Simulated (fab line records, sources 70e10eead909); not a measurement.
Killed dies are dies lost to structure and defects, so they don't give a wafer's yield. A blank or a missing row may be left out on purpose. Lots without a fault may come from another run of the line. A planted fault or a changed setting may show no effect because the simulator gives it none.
fab line records | flow nand_harc
record lots=11 wafers=33 last_day=34
route steps=1302 shown A_CHANNEL_HOLE_D2@594 A_CHANNEL_FILL_D2@619 END@1302
lots that met no fault: from a run of the same line without faults
start_h: hours from the record's first day to the start of the lot's first wafer shown | wait_h: hours since the lot's step before | " the same as in the row above | L1.1+2: a row that stands for several wafers | - no value, or no start given | * or withheld: withheld | < > ~ a bound
route shown NAME@n: a module of which the file shows steps, and the number in the route of the first | usual: mean/standard deviation of fault-free wafers | same: alike in all rows | chamber/n: place in a boat | sites: the reading at each site | _std_site: their standard deviation | _edge_site: outer sites' mean less inner sites' | radius_mm: how far each site lies from the wafer's centre | mask NAME#n: copy n | behind: the tool/chamber that last shaped the wafer | hold: why the lot was held/for how many hours/how that ended | device: the transistor (n, p or np) that didn't switch | end of line: the same wafers' tests at the end of the route | a step without rows: its recipe alone | killed: dies lost to structure and defects at the first sort, not the wafer's yield | map: a wafer's dies, x killed, . not, _ none there
set.NAME: the setting as run; set.NAME@STEP: as run at that earlier step | model.NAME: the simulator's own value behind a step, which no gauge read
steps of the route over a sample of lots; a table a step, a row a wafer
services: from which hour (start_h, from the record's first day; less than 0 if before it) a tool's chamber was out of use, for how many hours, and why
## steps
# step NHARC_A_CHANNEL_HOLE_D2_ETCH_22
# recipe bias_v=3000 source_w=withheld pressure_mtorr=20 time_s=666.7 ar_flow_sccm=375 c4f8_flow_sccm=89.3 o2_flow_sccm=35.7 temp_c=-20 target_depth_a=16000 chemistry=C4F8/O2/Ar
# usual drypump_motor_current_A=5.8/0.31 showerhead_plenum_p_Torr=3.68/0.12 temp_c=-20.01/0.11 throttle_valve_pct=32.155/0.008
# same time_s=666.7
# columns lot.wafer tool chamber start_h wait_h drypump_motor_current_A rf_hours_counter_h showerhead_plenum_p_Torr temp_c throttle_valve_pct
L587.2 har_etch-01 0 292.43 0.4 6.1 145 3.70 -20.20 32.167
L587.1 " 1 " " 5.4 145 3.64 -19.95 32.153
L587.3 " 0 " " 6.1 - 3.70 -19.92 32.150
L591.1 har_etch-01 1 334.20 0.4 5.4 172 3.62 -19.76 32.159
L591.4 " 1 " " 5.4 - 3.62 -19.96 32.146
L591.5 " 0 " " 6.1 - 3.69 -20.06 32.164
L593.2 har_etch-01 1 353.47 0.4 5.4 180 3.62 -19.80 32.149
L593.1 " 0 " " 6.1 180 3.68 -20.07 32.148
L593.4 " 1 " " 5.5 - 3.62 -20.00 32.157
L595.2 har_etch-01 1 365.26 0.4 5.4 187 3.62 -19.88 32.150
L595.5 " 0 " " 6.1 - 3.68 -20.08 32.156
L595.6 " 1 " " 5.4 - 3.62 -20.05 32.149
L597.2 har_etch-02 1 394.96 0.4 5.6 1 3.93 -20.00 32.145
L597.4 " 0 " " 6.2 - 3.70 -20.07 32.149
L597.6 " 1 " " 5.7 - 3.93 -19.98 32.152
L598.2 har_etch-01 0 396.60 0.4 6.1 210 3.67 -20.07 32.158
L598.3 " 1 " " 5.5 - 3.60 -19.93 32.150
L598.4 " 0 " " 6.1 - 3.67 -20.09 32.137
L596.2 har_etch-02 0 399.10 0.4 6.2 5 3.70 -20.09 32.152
L596.4 " 0 " " 6.1 - 3.70 -20.07 32.163
L596.5 " 0 " " 6.2 - 3.70 -20.01 32.154
L604.1 har_etch-01 1 465.53 0.4 5.5 245 3.58 -19.98 32.161
L604.3 " 1 " " 5.5 - 3.59 -19.95 32.158
L604.4 " 0 " " 6.1 - 3.65 -20.02 32.159
L606.1 har_etch-02 0 480.91 0.4 6.2 62 3.67 -19.98 32.159
L606.3 " 1 " " 5.6 - 3.90 -19.92 32.151
L606.5 " 0 " " 6.2 - 3.67 -19.94 32.148
L607.4 har_etch-02 1 501.88 0.4 5.6 - 3.89 -20.09 32.142
L607.3 " 0 " " 6.3 - 3.67 -20.03 32.157
L607.5 " 1 " " 5.7 - 3.89 -19.91 32.143
L610.1 har_etch-01 0 522.21 0.4 6.1 275 3.63 -19.95 32.173
L610.4 " 0 " " 6.1 - 3.63 -20.07 32.163
L610.5 " 0 " " 6.0 - 3.63 -20.12 32.154
# step NHARC_A_CHANNEL_FILL_D2_ETCHBACK_19
# recipe target_depth_a=50 time_s=1.7 hbr_flow_sccm=150 cl2_flow_sccm=50 rf_w=400 icp_w=400 bias_w=100 chemistry=HBr/Cl2
# usual drypump_motor_current_A=5.7/0.45 oes_product_au=1.000/0.0071 throttle_valve_pct=26.406/0.0091
# same time_s=1.7
# columns lot.wafer tool chamber start_h wait_h drypump_motor_current_A oes_product_au rf_hours_counter_h throttle_valve_pct
L587.2 rie_si-04 1 322.95 0.4 5.7 1.000 0.79 26.417
L587.1 " 3 " " 4.7 1.006 0.72 26.410
L587.3 " 0 " " 5.9 0.995 0.66 26.403
L591.1 rie_si-04 3 365.81 0.4 4.7 1.007 0.08 26.386
L591.4 " 0 " " 5.9 0.996 0.08 26.393
L591.5 " 2 " " 5.6 0.993 - 26.408
L593.2 rie_si-02 3 382.94 0.4 6.1 0.993 0.68 26.404
L593.4 " 1 " " 5.5 0.998 0.41 26.424
L593.1 " 2 " " 5.4 0.997 0.61 26.410
L595.2 rie_si-02 3 396.06 0.4 6.0 0.999 0.81 26.415
L595.6 " 3 " " 6.1 1.002 - 26.407
L595.5 " 0 " " 6.6 1.012 - 26.410
L597.4 rie_si-02 2 426.23 0.4 5.4 0.993 0.88 26.415
L597.2 " 3 " " 6.0 0.999 1.00 26.407
L597.6 " 3 " " 6.0 1.007 - 26.400
L598.3 rie_si-04 1 426.23 0.4 5.7 1.011 0.33 26.396
L598.2 " 3 " " 4.7 1.001 0.51 26.401
L598.4 " 0 " " 5.9 1.006 0.39 26.412
L596.2 rie_si-01 1 426.25 0.4 6.0 1.006 0.27 26.394
L596.4 " 1 " " 6.0 1.000 - 26.399
L596.5 " 2 " " 5.9 1.005 - 26.411
L604.4 rie_si-02 1 496.93 0.4 5.5 0.993 0.20 26.413
L604.3 " 3 " " 6.0 0.990 0.12 26.407
L604.1 " 0 " " 6.6 0.993 0.14 26.402
L606.1 rie_si-01 2 510.14 0.4 5.9 1.009 0.78 26.427
L606.3 " 1 " " 6.0 1.000 0.81 26.398
L606.5 " 2 " " 5.9 1.013 - 26.397
L607.3 rie_si-01 0 531.44 0.4 5.2 1.002 0.98 26.408
L607.4 " 1 " " 6.0 0.998 0.96 26.412
L607.5 " 3 " " 5.6 1.004 - 26.413
L610.4 rie_si-02 2 551.23 0.4 5.4 0.984 0.60 26.394
L610.1 " 3 " " 6.1 1.002 0.49 26.393
L610.5 " 1 " " 5.5 0.999 - 26.412
# step NHARC_A_CHANNEL_FILL_D2_STRIP_28
# recipe time_s=20 o2_flow_sccm=500 ar_flow_sccm=0 bias_w=0 chemistry=O2
# usual drypump_motor_current_A=5.7/0.47 oes_product_au=1.000/0.0069 rf_vpp_V=58.0/0.91 showerhead_plenum_p_Torr=3.59/0.12 throttle_valve_pct=17.037/0.01
# same time_s=20
# columns lot.wafer tool chamber start_h wait_h drypump_motor_current_A oes_product_au rf_hours_counter_h rf_vpp_V showerhead_plenum_p_Torr throttle_valve_pct
L587.3 rie_diel-05 1 323.17 0.1 5.1 0.993 12 59.7 3.75 17.033
L587.2 " 3 " " 5.2 0.997 11 56.9 3.28 17.039
L587.1 " 0 " " 6.0 0.987 11 59.2 3.52 17.036
L591.1 rie_diel-11 2 366.04 0.1 5.4 1.006 2 57.2 3.72 17.035
L591.5 " 2 " " 5.4 1.013 - 58.1 3.73 17.046
L591.4 " 0 " " 5.7 1.001 - 58.3 3.46 17.020
L593.2 rie_diel-05 0 383.18 0.1 6.0 0.987 23 57.5 3.51 17.028
L593.1 " 1 " " 5.1 1.005 24 59.7 3.74 17.017
L593.4 " 2 " " 5.8 1.010 - 58.7 3.36 17.047
L595.2 rie_diel-11 1 396.32 0.1 6.2 0.993 3 56.1 3.59 17.043
L595.5 " 1 " " 6.2 0.998 - 57.8 3.59 17.047
L595.6 " 2 " " 5.4 1.011 - 58.3 3.72 17.062
L598.3 rie_diel-11 1 426.45 0.1 6.2 0.991 4 58.1 3.59 17.039
L598.2 " 2 " " 5.4 1.000 4 59.8 3.72 17.032
L598.4 " 3 " " 5.7 0.983 4 58.4 3.78 17.026
L597.2 rie_diel-02 2 426.46 0.1 5.4 0.987 0 58.5 3.70 17.026
L597.4 " 3 " " 6.6 0.993 1 57.7 3.57 17.033
L597.6 " 0 " " 5.4 1.002 - 58.5 3.48 17.033
L596.4 rie_diel-05 0 426.48 0.1 6.0 0.993 3 57.7 3.51 17.030
L596.2 " 1 " " 5.1 0.990 2 58.4 3.74 17.032
L596.5 " 0 " " 6.0 0.996 - 57.2 3.51 17.059
L604.3 rie_diel-02 1 497.15 0.1 4.9 1.003 2 58.3 3.54 17.016
L604.4 " 3 " " 6.6 1.006 2 56.7 3.57 17.038
L604.1 " 0 " " 5.4 1.009 2 57.0 3.48 17.042
L606.1 rie_diel-11 3 510.37 0.1 5.7 0.998 2 57.5 3.78 17.038
L606.3 " 0 " " 5.7 0.989 2 57.1 3.46 17.026
L606.5 " 2 " " 5.4 1.002 - 59.0 3.72 17.039
L607.3 rie_diel-11 0 531.63 0.1 5.7 1.013 3 57.2 3.46 17.038
L607.4 " 1 " " 6.2 0.991 3 59.1 3.59 17.017
L607.5 " 1 " " 6.2 0.993 - 56.8 3.59 17.052
L610.4 rie_diel-11 2 551.44 0.1 5.4 1.011 3 57.8 3.72 17.044
L610.1 " 0 " " 5.7 1.012 3 58.4 3.46 17.039
L610.5 " 2 " " 5.4 1.006 - 58.1 3.72 17.034
# step NHARC_A_CHANNEL_FILL_D2_ALD_25
# recipe target_thk_a=600 pulse_time_s=10 ald_cycles=600 temp_c=300 material=SiOx
# usual ald_cycles=600/0 heater_power_outer_w=269/27 heater_power_w=483/46 precursor_pulse_height_rel=1.000/0.02
# columns lot.wafer tool chamber start_h wait_h ald_cycles heater_power_outer_w heater_power_w precursor_pulse_height_rel
L587.2 ald_hk-04 3 336.84 0.1 600 285 507 1.007
L587.1 " 0 " " 600 261 484 0.974
L587.3 " 2 338.69 1.9 600 241 460 0.997
L591.4 ald_hk-04 1 379.17 1.3 600 232 405 0.982
L591.1 " 2 " " 600 244 475 1.020
L591.5 " 3 " " 600 284 505 1.015
L593.1 ald_hk-01 2 396.09 0.7 600 283 490 1.013
L593.2 " 3 " " 600 270 508 0.978
L593.4 " 0 " " 600 218 398 1.058
L595.2 ald_hk-01 2 411.37 0.7 600 276 490 0.991
L595.5 " 1 413.23 2.5 600 263 489 1.042
L595.6 " 2 " " 600 272 480 0.983
L598.4 ald_hk-01 1 438.51 0.0 600 275 485 1.000
L598.3 " 3 439.74 1.3 600 271 504 0.999
L598.2 " 0 " " 600 216 392 0.997
L596.2 ald_hk-03 2 442.40 3.9 600 278 468 1.016
L596.4 " 0 443.62 5.2 600 264 456 0.995
L596.5 " 2 444.84 6.4 600 273 474 0.988
L597.4 ald_hk-01 3 442.83 4.4 600 276 510 1.028
L597.2 " 0 " " 600 214 396 0.994
L597.6 " 3 445.31 6.8 600 271 520 1.004
L604.3 ald_hk-01 2 508.58 0.1 917 291 517 0.992
L604.1 " 3 509.83 1.3 917 276 499 0.978
L604.4 " 0 511.08 2.6 917 228 403 0.982
L606.3 ald_hk-01 1 523.45 1.8 917 275 488 0.952
L606.1 " 3 525.93 4.3 917 278 498 0.992
L606.5 " 1 528.41 6.8 917 277 479 0.977
L607.3 ald_hk-01 3 543.53 0.7 917 271 513 1.018
L607.4 " 0 " " 917 222 410 1.038
L607.5 " 3 546.00 3.1 917 275 514 1.021
L610.1 ald_hk-03 0 563.85 0.7 600 267 470 1.001
L610.4 " 2 565.09 1.9 600 281 462 1.004
L610.5 " 0 566.33 3.1 600 263 467 0.996
# step NHARC_END_SORT_01
# recipe temp_c=25
# usual killed_at_array=52/17 killed_at_other=0.8/1.1 killed_at_periphery=3.2/2.2 killed_dies=57/17 killed_open=3.4/1.8 killed_short=2.4/1.6
# same gross_dies=677
# columns lot.wafer tool chamber start_h wait_h killed_at_array killed_at_other killed_at_periphery killed_dies killed_open killed_short
L591.1 prober-02 0 599.24 2.5 85 3 1 89 3 2
L591.4 prober-02 0 601.62 3.4 75 2 2 79 3 3
L591.5 prober-02 0 602.42 3.7 71 2 2 75 2 5
L598.2 prober-02 0 665.91 2.8 57 5 0 62 3 2
L598.3 prober-02 0 666.71 3.1 72 2 7 81 3 6
L598.4 prober-02 0 667.50 3.4 54 0 5 59 6 3
L606.1 prober-01 0 765.20 2.5 40 1 2 43 3 1
L606.3 prober-01 0 766.80 3.1 38 0 1 39 0 7
L606.5 prober-01 0 768.39 3.7 36 0 2 38 1 1
# killed by level:class
L591.1 A_CHANNEL_HOLE_D1:chamber_film_flake=33 A_SLIT:chamber_film_flake=25 A_CHANNEL_HOLE_D2:chamber_film_flake=13 A_CONTACT:chamber_film_flake=5 THIN_TSV:chamber_film_flake=3 A_CHANNEL_HOLE_D1:geometric_particle:short=2 A_SGD_CUT:chamber_film_flake=2 A_M0:chamber_film_flake=2
L591.4 A_CHANNEL_HOLE_D1:chamber_film_flake=31 A_SLIT:chamber_film_flake=19 A_CONTACT:chamber_film_flake=8 A_CHANNEL_HOLE_D2:chamber_film_flake=6 A_SGD_CUT:chamber_film_flake=3 A_STAIRCASE:chamber_film_flake=3 A_CHANNEL_HOLE_D1:geometric_particle:short=2 THIN_TSV:chamber_film_flake=2
L591.5 A_CHANNEL_HOLE_D1:chamber_film_flake=27 A_SLIT:chamber_film_flake=23 A_CHANNEL_HOLE_D2:chamber_film_flake=4 A_ONON_D1:geometric_particle:short=3 A_CONTACT:chamber_film_flake=3 A_M0:chamber_film_flake=3 A_STAIRCASE:chamber_film_flake=2 A_CHANNEL_HOLE_D1:geometric_particle:open=1
L598.2 A_CHANNEL_HOLE_D1:chamber_film_flake=29 A_CHANNEL_HOLE_D2:chamber_film_flake=14 A_CONTACT:chamber_film_flake=6 THIN_TSV:chamber_film_flake=3 A_DECK1_JOINT:chamber_film_flake=2 A_SLIT:chamber_film_flake=2 A_SOURCE_PLATE:geometric_particle:open=1 A_CHANNEL_FILL_D1:geometric_particle:short=1
L598.3 A_CHANNEL_HOLE_D1:chamber_film_flake=31 A_CHANNEL_HOLE_D2:chamber_film_flake=20 A_CONTACT:chamber_film_flake=7 P_CONTACT:chamber_film_flake=5 A_SLIT:chamber_film_flake=3 A_ONON_D1:geometric_particle:short=2 A_DECK1_JOINT:geometric_particle:short=2 A_STAIRCASE:chamber_film_flake=2
L598.4 A_CHANNEL_HOLE_D1:chamber_film_flake=26 A_CHANNEL_HOLE_D2:chamber_film_flake=11 A_STAIRCASE:chamber_film_flake=6 A_CONTACT:chamber_film_flake=4 P_CONTACT:geometric_particle:open=2 A_DECK1_JOINT:geometric_particle:short=2 P_M0:geometric_particle:open=1 A_ONON_D1:geometric_particle:open=1
L606.1 A_CHANNEL_HOLE_D1:chamber_film_flake=13 A_CONTACT:chamber_film_flake=11 A_STAIRCASE:chamber_film_flake=8 A_SLIT:chamber_film_flake=5 P_GATE:geometric_particle:open=1 A_CHANNEL_HOLE_D2:geometric_particle:open=1 A_CHANNEL_FILL_D2:geometric_particle:short=1 A_M0:geometric_particle:open=1
L606.3 A_CHANNEL_HOLE_D1:chamber_film_flake=18 A_STAIRCASE:chamber_film_flake=5 A_SLIT:chamber_film_flake=4 A_CONTACT:chamber_film_flake=4 A_SGD_CUT:geometric_particle:short=2 P_M1:geometric_particle:short=1 A_ONON_D1:geometric_particle:short=1 A_ONON_D2:geometric_particle:short=1
L606.5 A_CHANNEL_HOLE_D1:chamber_film_flake=17 A_SLIT:chamber_film_flake=6 A_STAIRCASE:chamber_film_flake=5 A_CONTACT:chamber_film_flake=5 P_STI:chamber_film_flake=2 A_ONON_D2:geometric_particle:open=1 A_ONON_D2:geometric_particle:short=1 A_WL_FILL:chamber_film_flake=1
## services
# columns tool chamber start_h hours kind
rie_si-02 - 277.00 9.0 pm
rie_diel-11 1 291.24 4.1 repair
ald_hk-01 - 296.40 10.0 pm
rie_si-04 0 301.40 5.0 repair
rie_si-04 0 336.25 7.9 repair
rie_si-04 - 342.00 9.0 pm
ald_hk-01 - 347.97 10.7 repair
rie_si-01 0 349.52 6.8 repair
rie_si-02 1 355.57 27.0 repair
rie_diel-05 2 355.78 3.5 repair
rie_diel-11 3 363.26 5.5 repair
rie_si-01 - 370.00 9.0 pm
rie_diel-05 3 374.50 15.3 repair
har_etch-02 - 377.00 17.0 pm
rie_diel-05 1 395.18 8.8 repair
rie_si-02 2 404.00 11.7 repair
rie_diel-05 - 406.60 9.0 pm
rie_si-01 3 422.83 9.6 repair
rie_diel-11 - 432.50 9.0 pm
rie_si-02 2 442.92 7.7 repair
rie_si-02 0 450.34 9.0 repair
rie_si-02 - 454.00 9.0 pm
rie_diel-11 3 460.67 8.9 repair
ald_hk-01 - 474.40 10.0 pm
## key
first_sign step=NHARC_A_CHANNEL_FILL_D2_ALD_25 reading=ald_cycles direction=up sigmas=99+ usual=600 struck=917
effect none on later readings
met_at NHARC_A_CHANNEL_FILL_D2_ALD_25
struck_lots L604,L606,L607
tester_left_out L604,L606,L607
not_acting_at NHARC_A_CHANNEL_HOLE_D2_ETCH_22,NHARC_A_CHANNEL_FILL_D2_ETCHBACK_19,NHARC_A_CHANNEL_FILL_D2_STRIP_28
fault kind=process_parameter_drift tool=ald_hk-01 chamber=- onset_h=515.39 steps=NHARC_A_CHANNEL_FILL_D2_ALD_25 channel=ald_cycles offset=317 shape=step end_h=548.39 acts_in=these_recipes_only stated=600
# tester_left_out: of these lots the tester's yield and bins aren't shown, on N5 and GAA mostly nor the transistor test; their killed dies are dies lost to structure and defects alone, not to doping, threshold or leakage, so they don't give the yield
